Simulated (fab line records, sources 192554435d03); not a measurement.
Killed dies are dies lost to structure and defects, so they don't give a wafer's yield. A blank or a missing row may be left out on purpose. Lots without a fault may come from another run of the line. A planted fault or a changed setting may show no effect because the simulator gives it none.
Which tool did it? | flow n5_finfet | 12 lots, 32 wafers sampled, at 5 steps of a route of 1938

WHAT THE GAUGES READ, wafer by wafer
N5_BEOL_M10_CD_MEAS_35: target cd 70 nm.
lot  | measured     | on        | cd_nm (nm)
L806 | day 10 15:44 | cd_sem-02 | 70.7 71.1 70.9
L808 | day 11 01:13 | cd_sem-02 | 70.7 70.8 71.3
L811 | day 11 11:54 | cd_sem-02 | 70.8 70.2 70.7
L816 | day 13 01:59 | cd_sem-03 | 70.3 69.8 70.1
L814 | day 13 02:13 | cd_sem-02 | 69.5 68.4 68.4
L817 | day 13 03:35 | cd_sem-03 | 70.3 70.0 70.5
L818 | day 13 09:13 | cd_sem-02 | 70.1 68.9 69.2
L819 | day 14 02:48 | cd_sem-01 | 68.7
L821 | day 14 08:52 | cd_sem-01 | 69.9
L823 | day 15 00:20 | cd_sem-01 | 70.4 69.7 69.8
L825 | day 15 09:21 | cd_sem-02 | 70.6 71.2 70.2
L826 | day 15 16:11 | cd_sem-01 | 69.9 70.8 71.2

N5_BEOL_M11_THK_MEAS_01.
lot  | measured     | on            | M11_ILD_THK (nm)
L806 | day 10 20:08 | film_metro-02 | 267 264 270
L808 | day 11 05:37 | film_metro-02 | 268 263 267
L811 | day 11 16:08 | film_metro-02 | 262 272 265
L816 | day 13 05:15 | film_metro-01 | 267 271 268
L814 | day 13 06:06 | film_metro-02 | 260 269 264
L817 | day 13 06:47 | film_metro-01 | 270 265 271
L818 | day 13 12:49 | film_metro-01 | 258 263 266
L819 | day 14 09:11 | film_metro-01 | 258
L821 | day 14 12:22 | film_metro-02 | 256
L823 | day 15 04:40 | film_metro-02 | 265 267 273
L825 | day 15 14:20 | film_metro-01 | 272 274 269
L826 | day 15 19:19 | film_metro-02 | 267 274 268

WHICH TOOL RAN EACH LOT (tool, then ch and the chambers of the sampled wafers, then the start)
lot  | N5_BEOL_M10_ETCH_41                           | N5_BEOL_M10_ANNEAL_51            | N5_BEOL_M11_ILD_DEP_00
L806 | rie_diel-05 ch 1,2, day 10 15:44 or earlier   | rtp_anneal-01 ch 0, day 10 18:02 | pecvd-01 ch 0,1,2, day 10 19:04
L808 | rie_diel-05 ch 0,2, day 11 01:13 or earlier   | rtp_anneal-02 ch 0, day 11 04:17 | pecvd-01 ch 0,2, day 11 05:01
L811 | rie_diel-04 ch 0,1, day 11 11:54 or earlier   | rtp_anneal-02 ch 0, day 11 14:46 | pecvd-02 ch 0,1,2, day 11 15:33
L816 | rie_diel-06 ch 0,1,3, day 13 01:59 or earlier | rtp_anneal-02 ch 0, day 13 03:49 | pecvd-04 ch 0,2, day 13 04:40
L814 | rie_diel-05 ch 0,2,3, day 13 02:13 or earlier | rtp_anneal-02 ch 0, day 13 04:23 | pecvd-04 ch 0,1,2, day 13 05:08
L817 | rie_diel-04 ch 1,2,3, day 13 03:35 or earlier | rtp_anneal-01 ch 0, day 13 05:28 | pecvd-01 ch 1,2, day 13 06:11
L818 | rie_diel-04 ch 1,3, day 13 09:13 or earlier   | rtp_anneal-02 ch 0, day 13 11:26 | pecvd-02 ch 0,1, day 13 12:14
L819 | rie_diel-05 ch 0, day 14 02:48 or earlier     | rtp_anneal-01 ch 0, day 14 07:50 | pecvd-01 ch 0, day 14 08:31
L821 | rie_diel-04 ch 2, day 14 08:52 or earlier     | rtp_anneal-02 ch 0, day 14 11:08 | pecvd-01 ch 0, day 14 11:48
L823 | rie_diel-05 ch 0,1,2, day 15 00:20 or earlier | rtp_anneal-01 ch 0, day 15 03:17 | pecvd-02 ch 0,1,2, day 15 04:04
L825 | rie_diel-04 ch 0,1,3, day 15 09:21 or earlier | rtp_anneal-01 ch 0, day 15 12:51 | pecvd-04 ch 0,1, day 15 13:44
L826 | rie_diel-06 ch 0,2,3, day 15 16:11 or earlier | rtp_anneal-02 ch 0, day 15 17:30 | pecvd-04 ch 0,1,2, day 15 18:34
- N5_BEOL_M10_ETCH_41: etches SiCN in CH3F/O2, target depth 42.6 nm, time 86 s.
- N5_BEOL_M10_ANNEAL_51: time 90 s.
- N5_BEOL_M11_ILD_DEP_00: deposits SiCOH lowk from DEMS/porogen, target thk 308.51 nm, time 58 s.

WHAT THE TOOLS THEMSELVES READ (means of the sampled wafers that have a number; where no wafer has one, the mark that the record gives instead)
N5_BEOL_M10_ETCH_41.
lot  | tool        | drypump_motor_current_A (A) | oes_product_au (a.u.) | rf_vpp_V (V) | showerhead_plenum_p_Torr (Torr) | throttle_valve_pct (%)
L806 | rie_diel-05 | 5.3                         | 0.84                  | 298.2        | 2.04                            | 16.08
L808 | rie_diel-05 | 5.6                         | 0.81                  | 298.8        | 2.09                            | 16.25
L811 | rie_diel-04 | 5.7                         | 0.68                  | 297.9        | 2.00                            | 16.36
L816 | rie_diel-06 | 5.1                         | 0.78                  | 296.8        | 2.01                            | 16.52
L814 | rie_diel-05 | 5.9                         | 0.82                  | 299.4        | 2.10                            | 16.26
L817 | rie_diel-04 | 5.7                         | 0.75                  | 296.5        | 1.94                            | 16.47
L818 | rie_diel-04 | 5.4                         | 0.73                  | 296.0        | 1.96                            | 16.44
L819 | rie_diel-05 | 5.8                         | 0.72                  | 299.6        | 2.09                            | 16.72
L821 | rie_diel-04 | 6.3                         | 0.80                  | 297.1        | 1.95                            | 16.61
L823 | rie_diel-05 | 5.5                         | 0.78                  | 297.2        | 2.04                            | 16.38
L825 | rie_diel-04 | 5.6                         | 0.78                  | 296.9        | 1.97                            | 16.30
L826 | rie_diel-06 | 5.0                         | 0.74                  | 296.9        | 2.00                            | 16.50

N5_BEOL_M10_ANNEAL_51.
lot  | tool          | wafer_temp_C_max
L806 | rtp_anneal-01 | 226.09
L808 | rtp_anneal-02 | 226.13
L811 | rtp_anneal-02 | 225.98
L816 | rtp_anneal-02 | 226.10
L814 | rtp_anneal-02 | 226.32
L817 | rtp_anneal-01 | 226.10
L818 | rtp_anneal-02 | 226.58
L819 | rtp_anneal-01 | 226.31
L821 | rtp_anneal-02 | 226.08
L823 | rtp_anneal-01 | 225.82
L825 | rtp_anneal-01 | 226.10
L826 | rtp_anneal-02 | 226.36

N5_BEOL_M11_ILD_DEP_00.
lot  | tool     | heater_power_w (W) | showerhead_plenum_p_Torr (Torr) | susceptor_temp_C (C) | throttle_valve_pct (%)
L806 | pecvd-01 | 306                | 5.741                           | 299.88               | 14.0
L808 | pecvd-01 | 277                | 5.748                           | 299.68               | 13.6
L811 | pecvd-02 | 306                | 5.734                           | 299.89               | 13.6
L816 | pecvd-04 | 309                | 5.726                           | 300.05               | 13.8
L814 | pecvd-04 | 311                | 5.749                           | 299.81               | 13.6
L817 | pecvd-01 | 333                | 5.737                           | 300.12               | 13.9
L818 | pecvd-02 | 327                | 5.736                           | 300.14               | 13.6
L819 | pecvd-01 | 231                | 5.735                           | 307.57               | 13.8
L821 | pecvd-01 | 288                | 5.723                           | 307.35               | 13.7
L823 | pecvd-02 | 320                | 5.744                           | 299.97               | 13.6
L825 | pecvd-04 | 271                | 5.734                           | 299.93               | 13.9
L826 | pecvd-04 | 295                | 5.739                           | 300.11               | 13.8

THE ANSWER, worked out from the rows above alone
Rule: what is usual is taken from the lots themselves. Put in order of their means at a reading, lots are off if they are a third of the lots or fewer, leave a main group of 4 or more, and stand apart from it by a gap of 3 or more times the standard deviation of the main group's means; of several such gaps the widest counts. A main group whose means are all the same, to the digits that the tables above print for the reading, isn't used. A lot without any number at a reading at which 4 lots or more have one is off too. The other lots that the step has rows for count as sound. The gauges are gone through in route order, then the tools' own readings, and for those a lot's mean is taken as printed above. The first step at which some lot is off is used, and at that step the reading that is off furthest; a lot without a number counts as furthest.
Off: L819, L821, at N5_BEOL_M11_ILD_DEP_00 (susceptor_temp_C). The main group: mean 299.96 C, standard deviation 0.14.
A tool fits if, at that step or a process step before it, it ran every lot that is off, and no sound lot after the first of them. N5_BEOL_M10_ETCH_41 gives no start for some lots, so the hours and the order of its lots are those of N5_BEOL_M10_CD_MEAS_35. One fits: pecvd-01 at N5_BEOL_M11_ILD_DEP_00. Its last sound lot is L817 (day 13 06:11), its first lot that is off L819 (day 14 08:31): a fault that began between those two fits.
The tool's own readings at N5_BEOL_M11_ILD_DEP_00 bear it out: on the lots that are off they differ by more than 5 times the standard deviation of the sound lots' means. susceptor_temp_C reads 307.46 C there against 299.96 C on the sound lots.

WHAT THE SIMULATOR HAD PUT IN
Process parameter drift: pecvd-01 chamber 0, from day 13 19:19 on, at N5_BEOL_M11_ILD_DEP_00. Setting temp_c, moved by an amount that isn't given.
Lots struck among those shown: L819, L821. The rule above found the same.
